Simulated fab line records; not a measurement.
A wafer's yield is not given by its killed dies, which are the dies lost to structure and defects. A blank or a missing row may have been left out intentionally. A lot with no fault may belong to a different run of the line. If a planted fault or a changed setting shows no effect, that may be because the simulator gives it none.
Split-lot experiment :: flow n5 finfet :: 39 wafers read from 7 lots, route of 1938 steps

== ABOUT THE SPLIT ==
At N5_FIN_SAQP_PECVD_06 (deposits a-Si from SiH4/He, target thk 60 nm, time 48.1 s), the setting time s was moved away from the recipe's 48.1 s on 15 of the 39 wafers read, by -25.1% to +42.5%. This setting was run at the recipe's value on the other wafers.

== FROM THE SPLIT TO THE READING: what the file shows between them, 5 steps ==
- N5_FIN_SAQP_THK_MEAS_07
- N5_FIN_SAQP_HM_DEP_72: deposits SiO2 from SiH4/N2O, target thk 12 nm, time 7.2 s
- N5_FIN_SAQP_COAT_49: time 60 s, resist thk 100 nm
- N5_FIN_SAQP_HM_OPEN_73: chemistry CHF3/O2, target SiO2, stops on a-Si, target depth 12 nm, time 16.8 s
- N5_FIN_SAQP_STRIP_74: strips in CHF3/O2

== THE READING ==
oes product au, in a.u., at N5_FIN_SAQP_MANDREL_ETCH_22 (etches a-Si in HBr/Cl2, stops on SiNx, target depth 60 nm, bt time 10 s, time 30 s). Typical for fault-free wafers on this fab line: 0.770 a.u., with standard deviation 0.012 a.u.

wafer: L081.1
tool, chamber at the split: pecvd-01, 2
time s as run, s: 60.83
against the recipe: +26.5%
oes product au, a.u.: 0.883
against lot-mates on the recipe: +0.092

wafer: L081.2
tool, chamber at the split: pecvd-01, 0
time s as run, s: 48.1
against the recipe: recipe
oes product au, a.u.: 0.795
against lot-mates on the recipe: -

wafer: L081.3
tool, chamber at the split: pecvd-01, 2
time s as run, s: 60.83
against the recipe: +26.5%
oes product au, a.u.: 0.885
against lot-mates on the recipe: +0.094

wafer: L081.4
tool, chamber at the split: pecvd-01, 0
time s as run, s: 48.1
against the recipe: recipe
oes product au, a.u.: 0.803
against lot-mates on the recipe: -

wafer: L081.5
tool, chamber at the split: pecvd-01, 2
time s as run, s: 60.83
against the recipe: +26.5%
oes product au, a.u.: 0.890
against lot-mates on the recipe: +0.099

wafer: L081.6
tool, chamber at the split: pecvd-01, 0
time s as run, s: 48.1
against the recipe: recipe
oes product au, a.u.: 0.774
against lot-mates on the recipe: -

wafer: L086.1
tool, chamber at the split: pecvd-01, 2
time s as run, s: 68.55
against the recipe: +42.5%
oes product au, a.u.: 0.979
against lot-mates on the recipe: +0.208

wafer: L086.2
tool, chamber at the split: pecvd-01, 0
time s as run, s: 48.1
against the recipe: recipe
oes product au, a.u.: 0.770
against lot-mates on the recipe: -

wafer: L086.3
tool, chamber at the split: pecvd-01, 1
time s as run, s: 68.55
against the recipe: +42.5%
oes product au, a.u.: 0.979
against lot-mates on the recipe: +0.208

wafer: L086.4
tool, chamber at the split: pecvd-01, 0
time s as run, s: 68.55
against the recipe: +42.5%
oes product au, a.u.: 0.981
against lot-mates on the recipe: +0.210

wafer: L086.5
tool, chamber at the split: pecvd-01, 1
time s as run, s: 48.1
against the recipe: recipe
oes product au, a.u.: 0.769
against lot-mates on the recipe: -

wafer: L086.6
tool, chamber at the split: pecvd-01, 2
time s as run, s: 48.1
against the recipe: recipe
oes product au, a.u.: 0.775
against lot-mates on the recipe: -

wafer: L090.1
tool, chamber at the split: pecvd-03, 2
time s as run, s: 36.01
against the recipe: -25.1%
oes product au, a.u.: 0.639
against lot-mates on the recipe: -0.132

wafer: L090.2
tool, chamber at the split: pecvd-03, 1
time s as run, s: 36.01
against the recipe: -25.1%
oes product au, a.u.: 0.640
against lot-mates on the recipe: -0.131

wafer: L090.3
tool, chamber at the split: pecvd-03, 0
time s as run, s: 48.1
against the recipe: recipe
oes product au, a.u.: 0.759
against lot-mates on the recipe: -

wafer: L090.4
tool, chamber at the split: pecvd-03, 1
time s as run, s: 48.1
against the recipe: recipe
oes product au, a.u.: 0.783
against lot-mates on the recipe: -

wafer: L090.5
tool, chamber at the split: pecvd-03, 0
time s as run, s: 48.1
against the recipe: recipe
oes product au, a.u.: 0.770
against lot-mates on the recipe: -

wafer: L090.6
tool, chamber at the split: pecvd-03, 2
time s as run, s: 36.01
against the recipe: -25.1%
oes product au, a.u.: 0.646
against lot-mates on the recipe: -0.125

wafer: L092.1
tool, chamber at the split: pecvd-04, 1
time s as run, s: 48.1
against the recipe: recipe
oes product au, a.u.: 0.752
against lot-mates on the recipe: -

wafer: L092.3
tool, chamber at the split: pecvd-04, 0
time s as run, s: 48.1
against the recipe: recipe
oes product au, a.u.: 0.760
against lot-mates on the recipe: -

wafer: L092.4
tool, chamber at the split: pecvd-04, 1
time s as run, s: 48.1
against the recipe: recipe
oes product au, a.u.: 0.768
against lot-mates on the recipe: -

wafer: L095.1
tool, chamber at the split: pecvd-03, 2
time s as run, s: 48.1
against the recipe: recipe
oes product au, a.u.: 0.771
against lot-mates on the recipe: -

wafer: L095.2
tool, chamber at the split: pecvd-03, 0
time s as run, s: 61.19
against the recipe: +27.2%
oes product au, a.u.: 0.889
against lot-mates on the recipe: +0.121

wafer: L095.3
tool, chamber at the split: pecvd-03, 1
time s as run, s: 48.1
against the recipe: recipe
oes product au, a.u.: 0.768
against lot-mates on the recipe: -

wafer: L095.4
tool, chamber at the split: pecvd-03, 2
time s as run, s: 48.1
against the recipe: recipe
oes product au, a.u.: 0.766
against lot-mates on the recipe: -

wafer: L095.5
tool, chamber at the split: pecvd-03, 0
time s as run, s: 61.19
against the recipe: +27.2%
oes product au, a.u.: 0.905
against lot-mates on the recipe: +0.137

wafer: L095.6
tool, chamber at the split: pecvd-03, 1
time s as run, s: 61.19
against the recipe: +27.2%
oes product au, a.u.: 0.902
against lot-mates on the recipe: +0.134

wafer: L096.1
tool, chamber at the split: pecvd-01, 1
time s as run, s: 48.1
against the recipe: recipe
oes product au, a.u.: 0.764
against lot-mates on the recipe: -

wafer: L096.2
tool, chamber at the split: pecvd-01, 0
time s as run, s: 60.2
against the recipe: +25.2%
oes product au, a.u.: 0.879
against lot-mates on the recipe: +0.110

wafer: L096.3
tool, chamber at the split: pecvd-01, 2
time s as run, s: 60.2
against the recipe: +25.2%
oes product au, a.u.: 0.891
against lot-mates on the recipe: +0.122

wafer: L096.4
tool, chamber at the split: pecvd-01, 1
time s as run, s: 60.2
against the recipe: +25.2%
oes product au, a.u.: 0.891
against lot-mates on the recipe: +0.122

wafer: L096.5
tool, chamber at the split: pecvd-01, 2
time s as run, s: 48.1
against the recipe: recipe
oes product au, a.u.: 0.762
against lot-mates on the recipe: -

wafer: L096.6
tool, chamber at the split: pecvd-01, 0
time s as run, s: 48.1
against the recipe: recipe
oes product au, a.u.: 0.781
against lot-mates on the recipe: -

wafer: L097.1
tool, chamber at the split: pecvd-01, 2
time s as run, s: 48.1
against the recipe: recipe
oes product au, a.u.: 0.762
against lot-mates on the recipe: -

wafer: L097.2
tool, chamber at the split: pecvd-01, 1
time s as run, s: 48.1
against the recipe: recipe
oes product au, a.u.: 0.757
against lot-mates on the recipe: -

wafer: L097.3
tool, chamber at the split: pecvd-01, 0
time s as run, s: 48.1
against the recipe: recipe
oes product au, a.u.: 0.788
against lot-mates on the recipe: -

wafer: L097.4
tool, chamber at the split: pecvd-01, 1
time s as run, s: 48.1
against the recipe: recipe
oes product au, a.u.: 0.757
against lot-mates on the recipe: -

wafer: L097.5
tool, chamber at the split: pecvd-01, 2
time s as run, s: 48.1
against the recipe: recipe
oes product au, a.u.: 0.780
against lot-mates on the recipe: -

wafer: L097.6
tool, chamber at the split: pecvd-01, 0
time s as run, s: 48.1
against the recipe: recipe
oes product au, a.u.: 0.799
against lot-mates on the recipe: -

THE FIT
A straight line over all 39 wafers: oes product au changes by +0.0048 a.u. for each +1% of time s; r = +0.99; the points scatter about the line by 0.012 a.u.
The same after taking each lot's own level away (the mean of its wafers on the recipe; 39 wafers): +0.00474 a.u. for each +1%; r = +0.99; scatter 0.013 a.u.
The reading moves by 0.2 a.u. for the largest change in time s, on that fit.
The lots' own levels span 0.7600 to 0.7907 a.u., that is 2.6 times the standard deviation above.
The two slopes are in agreement: the lot-to-lot level therefore moves the slope only a little.
Check: with one of the wafers moved furthest among these (+42.5%) left out of the fit, the line predicts +0.198 a.u. for it against its lot-mates. It came out at +0.208 a.u. against them.

== OTHER SPLITS ON THESE WAFERS ==
Note: prior to the reading, these wafers also went through further splits. Each is held against what the fit with the lots' levels taken away leaves over:
other split on the same wafers: N5_ZERO_LAYER_PECVD_02 time s
wafers away from the commonest value: 18
r with oes product au (lot level and that fit taken away): +0.14

== THE WHOLE CHAIN: every reading that the file lists as answering this split, in the file's order ==
step: N5_FIN_SAQP_PECVD_06
what it does: deposits a-Si from SiH4/He, target thk 60 nm, time 48.1 s
reading: a-Si_of_FIN_SAQP_PECVD_06.thk nm (the simulator's own value, which no gauge read)
change (the file's fit): +0.612 nm for each +1% of the setting
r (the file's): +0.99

step: N5_FIN_SAQP_THK_MEAS_07
what it does: 
reading: thk nm
change (the file's fit): withheld for each +1% of the setting
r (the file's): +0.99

step: N5_FIN_SAQP_MANDREL_ETCH_22
what it does: etches a-Si in HBr/Cl2, stops on SiNx, target depth 60 nm, bt time 10 s, time 30 s
reading: oes product au
change (the file's fit): +0.00469 a.u. for each +1% of the setting
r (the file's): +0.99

step: N5_FIN_SAQP_MANDREL_ETCH_22
what it does: etches a-Si in HBr/Cl2, stops on SiNx, target depth 60 nm, bt time 10 s, time 30 s
reading: etch.depth nm (the simulator's own value, which no gauge read)
change (the file's fit): +0.612 nm for each +1% of the setting
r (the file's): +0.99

== FILE'S OWN FIT ==
oes product au changes by +0.00469 a.u. for each +1% of time s, r = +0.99.
